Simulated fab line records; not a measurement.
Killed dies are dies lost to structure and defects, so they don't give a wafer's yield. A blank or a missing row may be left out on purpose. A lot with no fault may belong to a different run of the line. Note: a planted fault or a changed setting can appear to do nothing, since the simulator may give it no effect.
A lot that was struck, set against a sound lot :: flow nand-harc :: 43 steps out of a route of 1302
Sound: these wafers, L301.1, L301.3, L301.6. Struck: wafers L314.1, L314.6 (left out: L314.3, a lot-mate that was not struck); the cause follows at the end.
Order at every step that has rows: each side's tool, ch and its chambers, its first start. Under that, the readings that differ: sound wafers :: struck wafers :: difference of the means :: sigmas: that difference in standard deviations of wafers without a fault.
alike: a reading whose means differ by less than 2 such deviations, as well as words and numbers matching on both sides. not compared: withheld readings; readings where some wafer has no value; bounds like >300 that might hide an equal value; numbers whose values overlap and for which the record gives no deviation.
Wherever a step has rows on one side only, a row that says differs or no value, or a row with sigmas, the two part there. Numbers that don't overlap but have no deviation are shown without sigmas and don't part them. A reading that every wafer of one side lacks parts them only if that side has two wafers or more.

first, 1 step without rows for these wafers: NHARC_A_CONTACT_DEVELOP_68 (develop time 35 s).
NHARC_A_CONTACT_CD_MEAS_69: target cd 300 nm.
  sound on cd-sem-03 ch 0, day 24 20:22; struck on cd-sem-01 ch 0, day 30 08:34
  alike: cd-nm
NHARC_A_CONTACT_OVL_MEAS_70:
  struck on overlay-02, day 30 08:38; sound on overlay-02, day 24 20:28
reading: overlay-x-nm (nm)
sound: 1.6 0.7 0.8
struck: -1.4 -1.7
difference: -2.6
sigmas: -3
  alike: overlay-y-nm
NHARC_A_CONTACT_INSPECT_71:
  struck on defect-inspect-01, day 30 08:41; sound on defect-inspect-02, day 24 20:30
reading: raw-defect-count
sound: 123 109 131
struck: 38 44
difference: -80
sigmas: -2
then, 5 steps without rows for these wafers: NHARC_A_CONTACT_DESCUM_74 (chemistry O2, time 3 s); NHARC_A_CONTACT_ETCH_75 (etches the open film in CF4, target depth 39 nm, time 65 s); NHARC_A_CONTACT_ETCH_76 (etches the open film in N2/H2, target depth 260 nm, time 475.3 s); NHARC_A_CONTACT_ETCH_77 (etches the open film in CF4/CHF3, target depth 108.9 nm, time 54.5 s); NHARC_A_CONTACT_ETCH_78 (etches the open film in O2/COS, target depth 5300 nm, time 1378 s).
NHARC_A_CONTACT_ETCH_124: etches the open film in C4F8/O2/Ar, time 140 s, target depth 700 nm.
  sound on har-cap-etch-02 ch 0,1, day 24 22:18; struck on har-cap-etch-03 ch 0, day 30 10:26
  not compared: rf-hours-counter-h
NHARC_A_CONTACT_ETCH_125: etches the open film in C4F8/O2/Ar, time 197 s, target depth 1918 nm.
  sound on har-cap-etch-02 ch 0,1, day 24 22:30; struck on har-cap-etch-03 ch 0, day 30 10:38
  not compared: rf-hours-counter-h
NHARC_A_CONTACT_ETCH_126: etches the open film in C4F8/O2/Ar, time 197 s, target depth 1918 nm.
  sound on har-cap-etch-02 ch 0,1, day 24 22:40; struck on har-cap-etch-03 ch 0, day 30 10:49
  not compared: rf-hours-counter-h
NHARC_A_CONTACT_ETCH_127: etches the open film in C4F8/O2/Ar, time 197 s, target depth 1918 nm.
  sound on har-cap-etch-02 ch 0,1, day 24 22:51; struck on har-cap-etch-03 ch 0, day 30 11:00
  not compared: rf-hours-counter-h
then, 5 steps without rows for these wafers: NHARC_A_CONTACT_ETCH_128 (etches the open film in C4F8/O2/Ar, time 197 s, target depth 1918 nm); NHARC_A_CONTACT_ETCH_129 (etches the open film in C4F8/O2/Ar, time 197 s, target depth 1918 nm); NHARC_A_CONTACT_ETCH_130 (etches the open film in C4F8/O2/Ar, time 197 s, target depth 1918 nm); NHARC_A_CONTACT_ETCH_131 (etches the open film in C4F8/O2/Ar, time 197 s, target depth 1918 nm); NHARC_A_CONTACT_ETCH_132 (etches the open film in C4F8/O2/Ar, time 197 s, target depth 1924 nm).
NHARC_A_CONTACT_ETCH_133: etches the open film in C4F8/O2/Ar, time 374 s, target depth 1610 nm.
  sound on har-cap-etch-02 ch 0,1, day 24 23:54; struck on har-cap-etch-03 ch 0, day 30 12:04
  not compared: rf-hours-counter-h
NHARC_A_CONTACT_ETCH_91: etches the open film in CH3F/O2, target depth 40 nm, time 85.7 s.
  sound on rie-diel-03 ch 1,3, day 25 00:41; struck on rie-diel-04 ch 0,1, day 30 12:51
  alike: drypump-motor-current-A, oes-product-au, rf-vpp-V, showerhead-plenum-p-Torr, throttle-valve-pct
  not compared: rf-hours-counter-h
then, 1 step without rows for these wafers: NHARC_A_CONTACT_ETCH_97 (etches the open film in C4F6/O2, target depth 20 nm, time 10 s).
NHARC_A_CONTACT_CD_MEAS_80:
  struck on cd-sem-03, day 30 13:05; sound on cd-sem-03, day 25 00:54
  alike: cd-nm
then, 18 steps without rows for these wafers: NHARC_A_CONTACT_STRIP_103 (strips in N2/H2); NHARC_A_CONTACT_STRIP_104 (strips in CF4/CHF3); NHARC_A_CONTACT_STRIP_105 (strips in O2/COS); NHARC_A_CONTACT_ETCH_106 (etches the open film in CF4/O2, target depth 90 nm, overetch 9 nm, time 49.5 s); NHARC_A_CONTACT_STRIP_82 (strips in O2); NHARC_A_CONTACT_STRIP_83 (strips in post etch residue remover, time 600 s); NHARC_A_CONTACT_DEP_84 (deposits aC, target thk 2800 nm); NHARC_A_CONTACT_DEP_85 (deposits SiON, target thk 60 nm); NHARC_A_CONTACT_DEHYDRATE_00 (time 120 s); NHARC_A_CONTACT_HMDS_01 (time 30 s); NHARC_A_CONTACT_COAT_86 (time 75 s); NHARC_A_CONTACT_COAT_87 (time 65 s); NHARC_A_CONTACT_COAT_02 (resist thk 90 nm); NHARC_A_CONTACT_SOFTBAKE_03 (time 55 s); NHARC_A_CONTACT_EBR_04; NHARC_A_CONTACT_EXPOSE_05 (exposes mask A CC); NHARC_A_CONTACT_PEB_06 (peb time 65 s); NHARC_A_CONTACT_DEVELOP_07 (develop time 35 s).
NHARC_A_CONTACT_CD_MEAS_08: target cd 200 nm.
  sound on cd-sem-01 ch 0, day 25 04:12; struck on cd-sem-03 ch 0, day 30 16:29
  alike: cd-nm
NHARC_A_CONTACT_OVL_MEAS_09:
  struck on overlay-02, day 30 16:35; sound on overlay-01, day 25 04:17
reading: overlay-y-nm (nm)
sound: 1.0 0.6 0.6
struck: -0.8 -1.3
difference: -1.8
sigmas: -2
  alike: overlay-x-nm
-- the record jumps here: 2 days lie between the struck wafers' starts before and after (it left off in module A_CONTACT and takes up again in module END, whose first step shown is number 1302 of the route) --
NHARC_END_SORT_01:
  at this point the record logs the struck wafers (prober-01 ch 0, day 33 01:13) and has no rows for the sound ones

## WHERE THEY PART
At NHARC_A_CONTACT_OVL_MEAS_70 first; at NHARC_END_SORT_01 last (within this record only).

WHY: what the simulator had put in
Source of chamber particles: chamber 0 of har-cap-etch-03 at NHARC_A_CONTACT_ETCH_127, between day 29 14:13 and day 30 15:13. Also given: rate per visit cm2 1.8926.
